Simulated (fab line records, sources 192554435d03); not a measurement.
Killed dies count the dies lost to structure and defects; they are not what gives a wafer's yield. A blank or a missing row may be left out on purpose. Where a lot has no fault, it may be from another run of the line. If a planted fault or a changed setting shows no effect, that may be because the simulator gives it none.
fab line records	flow n5_finfet
record lots=7	wafers=21
route steps=1938 shown BEOL_M9@1446 BEOL_M10@1495 BEOL_M11@1579 BEOL_M12@1643 BEOL_M13@1680 BEOL_M14@1719
start_h: the number of hours between the record's first day and the start of the first shown wafer of the lot	wait_h: time in hours since the lot's previous step	" identical to the entry in the row above	L1.1+2: a row that stands for several wafers	- no value, or no start given	* or withheld: withheld	< > ~ a bound
route shown NAME@n: NAME is a module with steps in the file, n the number in the route of the first one	usual: mean/standard deviation of fault-free wafers	same: alike in all rows	chamber/n: place in a boat	sites: each site's reading	_std_site: standard deviation across them	_edge_site: mean of outer sites minus mean of inner sites	radius_mm: for every site, how far away it sits from the centre of the wafer	mask NAME#n: copy n	behind: the most recent tool/chamber to have shaped the wafer	hold: what put the lot on hold/how long, in hours/how the hold closed	device: the n, p or np transistor that did not switch	end of line: the route-end tests of the same wafers	a step without rows: its recipe alone	killed: at the first sort, the dies lost to defects and structure; wafer yield is something else	map: a wafer's dies, x killed, . not, _ none there
set.NAME: setting as actually run; set.NAME@STEP: the setting as run at that earlier step	model.NAME: the simulator's own value behind a step, which no gauge read
lots whose settings were changed on purpose; a table a step, a row a wafer
## steps
# step N5_BEOL_M9_TRENCH_ETCH_37
# recipe chemistry=C4F6/O2	target_depth_a=1514.3	target=SiCOH_lowk	time_s=49	ion_energy_ev=250	pressure_mtorr=30	source_w=345	bias_w=185	Ar_flow_sccm=300	C4F6_flow_sccm=10	O2_flow_sccm=10
lot.wafer	tool	chamber	start_h	wait_h	set.time_s	model.BEOL_M9.feature_depth_nm	model.etch.depth_nm
L077.1	rie_diel-06	2	-	-	49	150.8	150.8
L077.4	"	1	"	"	49	151.2	151.2
L077.5	"	3	"	"	49	144	144
L081.1	rie_diel-01	2	-	-	58.87	184.8	184.7
L081.3	"	0	"	"	49	151.4	151.5
L081.6	"	2	"	"	49	151.6	151.6
L084.1	rie_diel-06	0	-	-	49	153	153
L084.4	"	0	"	"	54.63	170.2	170.2
L084.6	"	2	"	"	54.63	169	168.9
L083.1	rie_diel-01	0	-	-	49	151.2	151.1
L083.2	"	2	"	"	49	152.8	152.9
L083.4	"	1	"	"	49	151	151
L089.3	rie_diel-06	0	-	-	49	147.4	147.3
L089.4	"	2	"	"	49	150.2	150.2
L089.5	"	1	"	"	49	150.8	150.8
L093.1	rie_diel-05	3	-	-	49	157.2	157.2
L093.5	"	3	"	"	49	155	155
L093.6	"	0	"	"	49	153.2	153.1
L095.4	rie_diel-05	1	-	-	49	152.8	152.9
L095.5	"	3	"	"	49	154.8	154.8
L095.6	"	2	"	"	49	152.8	152.8
# step N5_BEOL_M9_ETCH_41
# recipe chemistry=CH3F/O2	target=SiCN	target_depth_a=366	taper_deg=2	time_s=70.1	ion_energy_ev=120	mask_material=TiN	pressure_mtorr=30	source_w=395	bias_w=75	Ar_flow_sccm=150	CH3F_flow_sccm=30	O2_flow_sccm=20
# step N5_BEOL_M9_STRIP_80
# recipe chemistry=N2/H2	time_s=10	power_w=450	temp_c=40	pressure_mtorr=20	rf_frequency_hz=6e+07	bias_power_w=7	n2_flow_sccm=200	h2_flow_sccm=200
# step N5_BEOL_M9_OCD_MEAS_38
# usual trench_depth_nm=152.0/2.7
lot.wafer	tool	chamber	start_h	wait_h	set.time_s@BEOL_M9_TRENCH_ETCH_37	trench_depth_nm
L077.1	ocd-01	-	240.71	-	49	150.9
L077.4	"	-	"	"	49	151.2
L077.5	"	-	"	"	49	144.2
L081.1	ocd-01	-	265.31	-	58.87	184.6
L081.3	"	-	"	"	49	151.4
L081.6	"	-	"	"	49	152.1
L084.1	ocd-01	-	276.44	-	49	152.9
L084.4	"	-	"	"	54.63	170.1
L084.6	"	-	"	"	54.63	168.7
L083.1	ocd-01	-	288.05	-	49	151.3
L083.2	"	-	"	"	49	153.2
L083.4	"	-	"	"	49	151.2
L089.3	ocd-02	-	340.72	-	49	147.4
L089.4	"	-	"	"	49	149.9
L089.5	"	-	"	"	49	150.7
L093.1	ocd-02	-	356.29	-	49	157.4
L093.5	"	-	"	"	49	154.9
L093.6	"	-	"	"	49	152.6
L095.4	ocd-01	-	366.01	-	49	152.8
L095.5	"	-	"	"	49	154.8
L095.6	"	-	"	"	49	152.5
# step N5_BEOL_M9_HM_STRIP_39
# recipe chemistry=peroxide_tin_strip	material=TiN	target_depth_a=250	temp_c=50	time_s=158
# step N5_BEOL_M9_SRD_40
# recipe time_s=30	temp_c=23	rinse_liquid=diw	dry=ipa_marangoni
# step N5_BEOL_M9_ECD_50
# recipe material=Cu	target_thk_a=3180
# step N5_BEOL_M9_ANNEAL_51
# recipe temp_c=225	time_s=90	ambient=N2
# step N5_BEOL_M9_CMP_52
# recipe stop_on=SiCOH_lowk	t_overpolish_s=7	down_force_psi=1	platen_rpm=50	clearing_platen_down_force_psi=1.5	clearing_platen_rpm=50	post_cmp_clean=cu_alkaline	target_thk_nm=140	clearing_platen_pad_velocity_m_s=0.99484	pad_velocity_m_s=0.99484
lot.wafer	tool	chamber	start_h	wait_h	set.time_s@BEOL_M9_TRENCH_ETCH_37	model.Cu_of_BEOL_M9_ECD_50.thk_nm
L077.4	cmp-02	2	242.72	0.1	49	141.6
L077.1	"	1	"	"	49	140.8
L077.5	"	2	"	"	49	134.4
L081.1	cmp-01	3	270.34	0.3	58.87	171
L081.3	"	0	"	"	49	139.6
L081.6	"	0	"	"	49	140.4
L084.4	cmp-02	2	279.54	0.2	54.63	160
L084.1	"	3	"	"	49	144
L084.6	"	0	"	"	54.63	159.2
L083.1	cmp-01	2	290.09	0.3	49	139.2
L083.2	"	0	"	"	49	140.6
L083.4	"	1	"	"	49	138.4
L089.4	cmp-01	0	343.96	0.1	49	139.4
L089.3	"	1	"	"	49	136.8
L089.5	"	0	"	"	49	140
L093.1	cmp-03	2	358.45	0.4	49	145
L093.5	"	3	"	"	49	144.4
L093.6	"	0	"	"	49	141.2
L095.4	cmp-01	3	369.82	0.2	49	141.4
L095.5	"	1	"	"	49	143.2
L095.6	"	2	"	"	49	140.2
# step N5_BEOL_M9_THK_MEAS_53
# recipe thk_meas_gauge=xrf	reads=Cu_of_BEOL_M9_ECD_50
# usual M9_THK=139/3.2
lot.wafer	tool	chamber	start_h	wait_h	set.time_s@BEOL_M9_TRENCH_ETCH_37	M9_THK[nm]
L077.1	film_metro-01	-	243.02	-	49	142
L077.4	"	-	"	"	49	142
L077.5	"	-	"	"	49	135
L081.1	film_metro-02	-	270.63	-	58.87	169
L081.3	"	-	"	"	49	137
L081.6	"	-	"	"	49	138
L084.1	film_metro-02	-	279.75	-	49	142
L084.4	"	-	"	"	54.63	157
L084.6	"	-	"	"	54.63	157
L083.1	film_metro-01	-	290.38	-	49	139
L083.2	"	-	"	"	49	141
L083.4	"	-	"	"	49	139
L089.3	film_metro-02	-	344.26	-	49	134
L089.4	"	-	"	"	49	136
L089.5	"	-	"	"	49	137
L093.1	film_metro-02	-	358.63	-	49	142
L093.5	"	-	"	"	49	142
L093.6	"	-	"	"	49	138
L095.4	film_metro-02	-	370.04	-	49	140
L095.5	"	-	"	"	49	141
L095.6	"	-	"	"	49	138
# step N5_BEOL_M9_PRE_CLEAN_55
# recipe gas=NH3	time_s=15	temp_c=withheld	rf_power_w=300
# step N5_BEOL_M9_DEP_56
# recipe material=SiCN	target_thk_a=150	temp_c=withheld	precursor=3MS/NH3	pressure_torr=3	rf_w=202	time_s=26.5
# step N5_BEOL_M9_RS_MEAS_57
# recipe thk_meas_gauge=four-point-probe	reads=Cu_of_BEOL_M9_ECD_50+Co_of_BEOL_M9_CVD_78+TaN_of_BEOL_M9_ALD_74
# usual M9_RS=0.150/0.0035
lot.wafer	tool	chamber	start_h	wait_h	set.time_s@BEOL_M9_TRENCH_ETCH_37	M9_RS[ohm/sq]
L077.1	film_metro-02	-	243.15	0.1	49	0.150
L077.4	"	-	"	"	49	0.149
L077.5	"	-	"	"	49	0.158
L081.1	film_metro-01	-	270.77	0.1	58.87	0.121
L081.3	"	-	"	"	49	0.152
L081.6	"	-	"	"	49	0.151
L084.1	film_metro-01	-	279.89	0.1	49	0.147
L084.4	"	-	"	"	54.63	0.130
L084.6	"	-	"	"	54.63	0.131
L083.1	film_metro-02	-	290.51	0.1	49	0.152
L083.2	"	-	"	"	49	0.150
L083.4	"	-	"	"	49	0.153
L089.3	film_metro-02	-	344.39	0.1	49	0.155
L089.4	"	-	"	"	49	0.152
L089.5	"	-	"	"	49	0.151
L093.1	film_metro-01	-	358.77	0.1	49	0.146
L093.5	"	-	"	"	49	0.146
L093.6	"	-	"	"	49	0.150
L095.4	film_metro-01	-	370.18	0.0	49	0.149
L095.5	"	-	"	"	49	0.148
L095.6	"	-	"	"	49	0.151
# step N5_BEOL_M10_COAT_64
# recipe resist=SiARC	temp_c=220	time_s=60	spin_rpm=1500	resist_thk_nm=30
lot.wafer	tool	chamber	start_h	wait_h	set.spin_rpm	model.SiARC_of_BEOL_M10_COAT_64.thk_nm
L077.1+5	litho_track-03	0	-	-	1500	30
L077.4	"	0	"	"	1500	29.8
L081.1+6	litho_track-04	0	-	-	1500	30
L081.3	"	0	"	"	1344	31.8
L084.1	litho_track-03	0	-	-	1500	29.8
L084.4+6	"	0	"	"	1500	30
L083.1	litho_track-03	0	-	-	1500	30
L083.2+4	"	0	"	"	1560	29.4
L089.3+4+5	litho_track-04	0	-	-	1595	29.2
L093.1	litho_track-02	0	-	-	1500	30
L093.5	"	0	"	"	1500	30.2
L093.6	"	0	"	"	1383	31.4
L095.4+6	litho_track-03	0	-	-	1390	31.2
L095.5	"	0	"	"	1500	30
# step N5_BEOL_M10_COAT_22
# recipe resist=CAR-ArF	spin_rpm=1500	resist_thk_nm=90
# step N5_BEOL_M10_EBR_24
# recipe solvent=PGMEA	ebr_width_mm=1.5
# step N5_BEOL_M10_DESCUM_33
# recipe chemistry=O2	time_s=7.9	source_power_w=50	bias_power_w=20	pressure_mtorr=20	rf_frequency_hz=2.712e+07	temp_c=40	resist=CAR-ArF	o2_flow_sccm=225
# step N5_BEOL_M10_ETCH_65
# recipe chemistry=CF4	target=SiARC	target_depth_a=390	mask_material=CAR-ArF	time_s=65	ion_energy_ev=80	pressure_mtorr=40	source_w=545	bias_w=36	Ar_flow_sccm=100	cf4_flow_sccm=100	ends=cleared
lot.wafer	tool	chamber	start_h	wait_h	set.spin_rpm@BEOL_M10_COAT_64	model.CAR-ArF_of_BEOL_M10_COAT_22.thk_nm	model.etch.depth_nm
L077.1	rie_diel-04	0	248.44	0.0	1500	55.6	29.94
L077.4	"	1	"	"	1500	55.8	29.86
L077.5	"	2	"	"	1500	55.6	30.02
L081.1	rie_diel-03	3	276.78	0.0	1500	55.4	30.08
L081.3	"	1	"	"	1344	54	31.71
L081.6	"	3	"	"	1500	55.4	29.94
L084.1	rie_diel-02	2	282.93	0.0	1500	55.6	29.89
L084.4	"	1	"	"	1500	55.4	29.91
L084.6	"	3	"	"	1500	55.4	29.97
L083.1	rie_diel-04	3	295.20	0.0	1500	56	29.99
L083.2	"	1	"	"	1560	56	29.4
L083.4	"	0	"	"	1560	56.4	29.46
L089.3	rie_diel-02	3	347.69	0.0	1595	55.8	29.19
L089.4	"	1	"	"	1595	56	29.28
L089.5	"	0	"	"	1595	56	29.17
L093.1	rie_diel-02	0	365.42	0.0	1500	55.8	30.09
L093.5	"	1	"	"	1500	55.4	30.2
L093.6	"	2	"	"	1383	54.6	31.32
L095.4	rie_diel-04	0	375.16	0.0	1390	54.6	31.13
L095.5	"	1	"	"	1500	56	29.91
L095.6	"	3	"	"	1390	54.8	31.11
# step N5_BEOL_M10_ETCH_66
# recipe chemistry=N2/H2	target=SOC	target_depth_a=1200	overetch_a=240	mask_material=SiARC	temp_c=40	time_s=180	ion_energy_ev=200	pressure_mtorr=30	source_w=840	bias_w=150	n2_flow_sccm=200	h2_flow_sccm=200
lot.wafer	tool	chamber	start_h	wait_h	set.spin_rpm@BEOL_M10_COAT_64	model.SiARC_of_BEOL_M10_COAT_64.thk_nm
L077.1	rie_diel-04	0	248.49	0.0	1500	22.2
L077.4+5	"	1,2	"	"	1500	22.8
L081.1	rie_diel-03	3	276.83	0.0	1500	23.2
L081.3	"	1	"	"	1344	24.6
L081.6	"	3	"	"	1500	23
L084.1	rie_diel-02	2	282.98	0.0	1500	23.2
L084.4+6	"	1,3	"	"	1500	22.6
L083.1	rie_diel-04	3	295.25	0.0	1500	22.6
L083.2	"	1	"	"	1560	22.4
L083.4	"	0	"	"	1560	22
L089.3+4	rie_diel-02	3,1	347.74	0.0	1595	21.8
L089.5	"	0	"	"	1595	21.4
L093.1	rie_diel-02	0	365.47	0.0	1500	22.4
L093.5	"	1	"	"	1500	22.8
L093.6	"	2	"	"	1383	24.4
L095.4	rie_diel-04	0	375.24	0.1	1390	23.6
L095.5	"	1	"	"	1500	22.8
L095.6	"	3	"	"	1390	23.8
# step N5_BEOL_M11_ETCH_41
# recipe chemistry=CH3F/O2	target=SiCN	target_depth_a=426	taper_deg=2	time_s=86	ion_energy_ev=120	mask_material=TiN	pressure_mtorr=30	source_w=395	bias_w=75	Ar_flow_sccm=150	CH3F_flow_sccm=30	O2_flow_sccm=20
lot.wafer	tool	chamber	start_h	wait_h	set.time_s	model.etch.depth_nm
L077.1	rie_diel-06	2	-	-	86	32.63
L077.4	"	1	"	"	86	32.6
L077.5	"	3	"	"	86	30.96
L081.1	rie_diel-05	3	-	-	79.66	30.82
L081.3	"	2	"	"	79.66	30.28
L081.6	"	0	"	"	86	32.78
L084.1	rie_diel-06	1	-	-	98.52	36.88
L084.4	"	2	"	"	98.52	37.64
L084.6	"	2	"	"	86	32.81
L083.1	rie_diel-06	2	-	-	96.83	36.58
L083.2	"	3	"	"	96.83	35.92
L083.4	"	1	"	"	86	32.35
L089.3	rie_diel-06	2	-	-	97.6	36.97
L089.4	"	1	"	"	86	32.74
L089.5	"	0	"	"	97.6	36.65
L093.1	rie_diel-01	3	-	-	86	34.03
L093.5	"	1	"	"	97.88	36.81
L093.6	"	0	"	"	97.88	37.44
L095.4	rie_diel-05	0	-	-	77.64	29.23
L095.5	"	2	"	"	77.64	29.74
L095.6	"	3	"	"	86	33.41
# step N5_BEOL_M12_ETCH_38
# recipe chemistry=CF4/N2	target=SiCN	target_depth_a=687	taper_deg=2	time_s=73.4	ion_energy_ev=150	mask_material=SiO2	pressure_mtorr=40	source_w=430	bias_w=70	Ar_flow_sccm=100	cf4_flow_sccm=60	n2_flow_sccm=60
lot.wafer	tool	chamber	start_h	wait_h	set.time_s	model.etch.depth_nm
L077.1	rie_diel-04	3	268.76	-	73.4	59.64
L077.4	"	2	"	"	73.4	58.49
L077.5	"	2	"	"	73.4	57.76
L081.1	rie_diel-02	3	295.92	-	73.4	59.87
L081.3	"	0	"	"	73.4	60.97
L081.6	"	1	"	"	73.4	59.24
L084.1	rie_diel-02	0	301.88	-	73.4	60.81
L084.4	"	3	"	"	73.4	59.68
L084.6	"	2	"	"	73.4	57.05
L083.1	rie_diel-02	0	313.19	-	73.4	60.52
L083.2	"	1	"	"	73.4	58.33
L083.4	"	0	"	"	73.4	60.75
L089.3	rie_diel-02	0	362.92	-	73.4	61.09
L089.4	"	0	"	"	81.23	67.46
L089.5	"	1	"	"	73.4	59.35
L093.1	rie_diel-03	3	385.00	-	64.63	51.4
L093.5	"	3	"	"	73.4	58.14
L093.6	"	1	"	"	64.63	49.85
L095.4	rie_diel-03	1	391.14	-	73.4	57.11
L095.5	"	3	"	"	73.4	58.91
L095.6	"	0	"	"	73.4	59.75
# step N5_BEOL_M12_CMP_49
# recipe stop_on=SiOC	t_overpolish_s=20.6	down_force_psi=1	platen_rpm=50	clearing_platen_down_force_psi=1.5	clearing_platen_rpm=50	post_cmp_clean=cu_alkaline	target_thk_nm=320	clearing_platen_pad_velocity_m_s=0.99484	pad_velocity_m_s=0.99484
# usual barrier_field_endpoint_s=30.0/0.86
lot.wafer	tool	chamber	start_h	wait_h	set.down_force_psi	barrier_field_endpoint_s
L077.4	cmp-03	3	270.17	0.1	1	31.1
L077.1	"	2	"	"	1	29.8
L077.5	"	3	"	"	1	30.9
L081.3	cmp-02	0	297.22	0.2	1	30.5
L081.1	"	1	"	"	1.092	27.1
L081.6	"	3	"	"	1	30.0
L084.4	cmp-03	0	303.39	0.2	0.8199	35.4
L084.1	"	1	"	"	1	28.8
L084.6	"	0	"	"	0.8199	36.0
L083.1	cmp-03	0	314.63	0.3	1	30.4
L083.4	"	1	"	"	0.8526	34.0
L083.2	"	2	"	"	1	30.1
L089.4	cmp-04	1	364.23	0.2	1.063	29.1
L089.3	"	2	"	"	1	31.4
L089.5	"	0	"	"	1.063	27.7
L093.1	cmp-04	3	387.32	0.4	1	29.0
L093.6	"	0	"	"	1	29.4
L093.5	"	1	"	"	1.065	28.6
L095.4	cmp-03	2	392.42	0.2	0.9155	33.9
L095.6	"	3	"	"	1	30.4
L095.5	"	0	"	"	1	29.7
# step N5_BEOL_M13_COAT_65
# recipe resist=SOC	temp_c=250	time_s=60	spin_rpm=1500	resist_thk_nm=350
lot.wafer	tool	chamber	start_h	wait_h	set.spin_rpm	model.SOC_of_BEOL_M13_COAT_65.thk_nm
L077.1	litho_track-04	0	271.80	0.0	1500	350
L077.4	"	0	"	"	1500	348.6
L077.5	"	0	"	"	1500	349.4
L081.1	litho_track-04	0	298.86	0.0	1500	348.6
L081.3	"	0	"	"	1375	363.4
L081.6	"	0	"	"	1500	347.8
L084.1	litho_track-04	0	305.20	0.0	1390	363
L084.4	"	0	"	"	1500	349.4
L084.6	"	0	"	"	1390	362.8
L083.1	litho_track-05	0	316.18	0.0	1500	350.6
L083.2	"	0	"	"	1500	349
L083.4	"	0	"	"	1500	349.2
L089.3	litho_track-02	0	365.97	0.0	1500	352.8
L089.4	"	0	"	"	1361	369.8
L089.5	"	0	"	"	1500	352.4
L093.1+6	litho_track-05	0	389.00	0.0	1500	350
L093.5	"	0	"	"	1500	349.4
L095.4	litho_track-05	0	393.90	0.0	1500	350.6
L095.5	"	0	"	"	1500	351.6
L095.6	"	0	"	"	1500	350.8
# step N5_BEOL_M14_COAT_04
# recipe spin_rpm=1704	resist_thk_nm=800
lot.wafer	tool	chamber	start_h	wait_h	set.spin_rpm	model.coat_of_BEOL_M14_COAT_04.thk_nm
L077.1	litho_track-01	0	-	-	1704	800.2
L077.4	"	0	"	"	1704	800.8
L077.5	"	0	"	"	1704	799.2
L081.1	litho_track-05	0	-	-	1513	850.6
L081.3	"	0	"	"	1704	801.2
L081.6	"	0	"	"	1704	805.8
L084.1	litho_track-01	0	-	-	1704	801.4
L084.4	"	0	"	"	1844	770.2
L084.6	"	0	"	"	1704	800.4
L083.1	litho_track-01	0	-	-	1704	802.6
L083.2	"	0	"	"	1704	802.4
L083.4	"	0	"	"	1588	832.8
L089.3	litho_track-01	0	-	-	1704	798.6
L089.4	"	0	"	"	1704	800.6
L089.5	"	0	"	"	1704	801.6
L093.1	litho_track-05	0	-	-	1704	799
L093.5	"	0	"	"	1704	798.6
L093.6	"	0	"	"	1704	800.6
L095.4	litho_track-03	0	-	-	1704	799.4
L095.5	"	0	"	"	1704	799
L095.6	"	0	"	"	1598	827
# step N5_BEOL_M14_ETCH_59
# recipe chemistry=N2/H2	target=BARC	target_depth_a=890	overetch_a=267	time_s=67.9	ion_energy_ev=200	pressure_mtorr=30	source_w=840	bias_w=150	n2_flow_sccm=200	h2_flow_sccm=200
lot.wafer	tool	chamber	start_h	wait_h	set.time_s
L077.1+4+5	rie_diel-03	3,2,3	276.36	0.0	67.9
L081.1+6	rie_diel-03	1,3	306.79	0.0	67.9
L081.3	"	2	"	"	60.62
L084.1+4+6	rie_diel-04	1,2,3	309.16	0.0	67.9
L083.1	rie_diel-04	3	323.22	0.0	67.9
L083.2+4	"	2,0	"	"	54.13
L089.3	rie_diel-03	2	372.68	0.0	67.9
L089.4+5	"	1,0	"	"	56.01
L093.1	rie_diel-03	3	399.38	0.0	67.9
L093.5+6	"	0,1	"	"	80.02
L095.4	rie_diel-03	1	399.93	0.0	73.61
L095.5+6	"	0,3	"	"	67.9
# step N5_BEOL_M14_VIA_ETCH_16
# recipe chemistry=C4F8/O2/Ar	target=SiO2	he_inner_torr=15	he_outer_torr=30	target_depth_a=12313	time_s=withheld	ion_energy_ev=800	pressure_mtorr=20	source_w=1905	bias_w=2040	Ar_flow_sccm=400	C4F8_flow_sccm=16	O2_flow_sccm=12	ends=cleared
lot.wafer	tool	chamber	start_h	wait_h	set.spin_rpm@BEOL_M14_COAT_04	model.coat_of_BEOL_M14_COAT_04.thk_nm
L077.1	rie_diel-03	3	276.41	0.0	1704	454
L077.4	"	2	"	"	1704	451.2
L077.5	"	3	"	"	1704	451.4
L081.1	rie_diel-03	1	306.84	0.0	1513	497.6
L081.3	"	2	"	"	1704	461
L081.6	"	3	"	"	1704	455.2
L084.1	rie_diel-04	1	309.21	0.0	1704	448
L084.4	"	2	"	"	1844	421.4
L084.6	"	3	"	"	1704	445.6
L083.1	rie_diel-04	3	323.27	0.0	1704	460.2
L083.2	"	2	"	"	1704	470.6
L083.4	"	0	"	"	1588	498.2
L089.3	rie_diel-03	2	372.73	0.0	1704	453
L089.4	"	1	"	"	1704	458.8
L089.5	"	0	"	"	1704	454.6
L093.1	rie_diel-03	3	399.44	0.0	1704	453
L093.5	"	0	"	"	1704	433.6
L093.6	"	1	"	"	1704	439
L095.4	rie_diel-03	1	400.05	0.1	1704	444.8
L095.5	"	0	"	"	1704	446
L095.6	"	3	"	"	1598	478
## key
split step=N5_BEOL_M9_TRENCH_ETCH_37	setting=time_s	stated=49	by=wafer
response step=N5_BEOL_M9_TRENCH_ETCH_37	reading=model.BEOL_M9.feature_depth_nm	change=+1.6	per=1%	r=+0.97
response step=N5_BEOL_M9_TRENCH_ETCH_37	reading=model.etch.depth_nm	change=+1.59	per=1%	r=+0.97
response step=N5_BEOL_M9_OCD_MEAS_38	reading=trench_depth_nm	change=+1.58	per=1%	r=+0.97
response step=N5_BEOL_M9_CMP_52	reading=model.Cu_of_BEOL_M9_ECD_50.thk_nm	change=+1.49	per=1%	r=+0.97
response step=N5_BEOL_M9_THK_MEAS_53	reading=M9_THK	change=+1.47	per=1%	r=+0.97
response step=N5_BEOL_M9_RS_MEAS_57	reading=M9_RS	change=-0.00146	per=1%	r=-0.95
split step=N5_BEOL_M10_COAT_64	setting=spin_rpm	stated=1500	by=wafer
response step=N5_BEOL_M10_COAT_64	reading=model.SiARC_of_BEOL_M10_COAT_64.thk_nm	change=-0.168	per=1%	r=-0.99
response step=N5_BEOL_M10_ETCH_65	reading=model.CAR-ArF_of_BEOL_M10_COAT_22.thk_nm	change=+0.137	per=1%	r=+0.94
response step=N5_BEOL_M10_ETCH_65	reading=model.etch.depth_nm	change=-0.159	per=1%	r=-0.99
response step=N5_BEOL_M10_ETCH_66	reading=model.SiARC_of_BEOL_M10_COAT_64.thk_nm	change=-0.158	per=1%	r=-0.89
split step=N5_BEOL_M11_ETCH_41	setting=time_s	stated=86	by=wafer
response step=N5_BEOL_M11_ETCH_41	reading=model.etch.depth_nm	change=+0.298	per=1%	r=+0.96
split step=N5_BEOL_M12_ETCH_38	setting=time_s	stated=73.4	by=wafer
response step=N5_BEOL_M12_ETCH_38	reading=model.etch.depth_nm	change=+0.651	per=1%	r=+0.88
split step=N5_BEOL_M12_CMP_49	setting=down_force_psi	stated=1	by=wafer
response step=N5_BEOL_M12_CMP_49	reading=barrier_field_endpoint_s	change=-0.34	per=1%	r=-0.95
split step=N5_BEOL_M13_COAT_65	setting=spin_rpm	stated=1500	by=wafer
response step=N5_BEOL_M13_COAT_65	reading=model.SOC_of_BEOL_M13_COAT_65.thk_nm	change=-1.84	per=1%	r=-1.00
split step=N5_BEOL_M14_COAT_04	setting=spin_rpm	stated=1704	by=wafer
response step=N5_BEOL_M14_COAT_04	reading=model.coat_of_BEOL_M14_COAT_04.thk_nm	change=-4.17	per=1%	r=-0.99
response step=N5_BEOL_M14_VIA_ETCH_16	reading=model.coat_of_BEOL_M14_COAT_04.thk_nm	change=-3.87	per=1%	r=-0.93
split step=N5_BEOL_M14_ETCH_59	setting=time_s	stated=67.9	by=wafer
response none clear
